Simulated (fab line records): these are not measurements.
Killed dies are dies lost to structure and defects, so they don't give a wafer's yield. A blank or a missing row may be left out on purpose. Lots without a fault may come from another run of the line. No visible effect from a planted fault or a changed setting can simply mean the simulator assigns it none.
Problem report, 8D (eight disciplines) form, completed by code    flow nand-harc    the parts of the form that need people (team, actions taken, sign-off) are left out

## 1. WHAT IS WRONG
Wafers without a fault read 90.1 nm, standard deviation 0.64; cd-nm at NHARC_P_M0_CD_MEAS_09 reads a mean of 104.2 nm on 6 wafers belonging to 2 lots. Measured from the usual mean, that is +22 standard deviations.
The step: target cd 90 nm.
Earliest sighting: wafer L463.2 on cd-sem-03 at day 10 16:48. The record has a number at this step for 30 wafers belonging to 10 lots. Rule for "out" (also "out of limits"): further than 4 standard deviations from the usual mean. All remaining wafers that have a number are taken as sound.

## 2. WHAT IT IS; WHAT IT IS NOT
question                     is                      is not
which readings at this step  cd-nm                   -
which lots                   L463, L466              L445, L446, L447, L450, L453, L455, L458, L468
which wafers of those lots   all that have a number  -
read on which gauges         cd-sem-02, cd-sem-03    cd-sem-01
when                         from day 10 16:48       up to then (21 sound wafers); but 3 sound wafers of L468 came after

## 3. THE SUSPECTS, EACH WITH WHAT RULES IT OUT
Counting: a tool at any process step up to the reading remains a suspect when it ran all the lots that are out and ran no sound lot after the first of those.
- the gauge at NHARC_P_M0_CD_MEAS_09: ruled out. The wafers that are out were read on 2 gauges (cd-sem-02, cd-sem-03).
- cmp-01 at NHARC_P_CONTACT_CMP_01 (polishes SiO2, target thk 200 nm): ruled out as a lasting fault. After its first lot that is out, L463 (day 10 09:31), sound lots L468 ran on it.
- rie-diel-13 at NHARC_P_CONTACT_ETCH_35 (etches the open film in CF4, target depth 39 nm, time 65 s): ruled out as a lasting fault. After its first lot that is out, L463 (day 10 10:36), sound lots L468 ran on it.
- litho-track-01 at NHARC_P_M0_PEB_07 (peb time 65 s): kept. It ran every lot that is out, first L463 (day 10 16:43), and no sound lot after that; its last sound lot up to then is L453 (day 7 18:28). Its own heater-power-total-W, plate-temp-C readings are out on those wafers.
After counting, what remains is litho-track-01 at NHARC_P_M0_PEB_07.

## 4. THE CAUSE (what the simulator had put in)
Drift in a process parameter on litho-track-01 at NHARC_P_M0_PEB_07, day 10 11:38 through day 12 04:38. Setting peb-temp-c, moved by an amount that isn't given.
The count eliminated every tool but this one.

## 5. THE CHAIN OF EFFECTS, in route order
Each row: a reading whose mean over the struck wafers that have a number lies more than 3 standard deviations from the usual. Only readings for which the record gives a usual standard deviation are gone through. hours: the time from each lot's start at the first step in this table that gives one to its start at this step, as a median over the lots. sigmas: the change in usual standard deviations.
hours  step                   reading               usual     on struck wafers  change  sigmas
0      NHARC_P_M0_PEB_07      heater-power-total-W  156.7 W   166.5             +9.8    +23
0      NHARC_P_M0_PEB_07      plate-temp-C          100.01 C  104.67            +4.66   +33
0      NHARC_P_M0_CD_MEAS_09  cd-nm                 90.1 nm   104.2             +14.1   +22
Its process steps:
- NHARC_P_M0_PEB_07: peb time 65 s.
At these later measuring or inspecting steps, every struck wafer for which the step has a row has a number for every such reading, and none has moved that far: NHARC_END_SORT_01.

## 6. WHAT WOULD HAVE CAUGHT IT SOONER
In this record the first reading out of limits at a measuring or inspecting step was taken at day 10 16:48, 5 hours after the fault began at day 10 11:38.
At NHARC_P_M0_PEB_07, the tool's own readings (heater-power-total-W, plate-temp-C) were out on each struck wafer the step has a row for, so an alarm limit on them would have fired on the first such wafer.
Lots out: 2; of these, L466 started NHARC_P_M0_PEB_07 on litho-track-01 after day 10 16:48. Holding the tool at that time would have saved it.
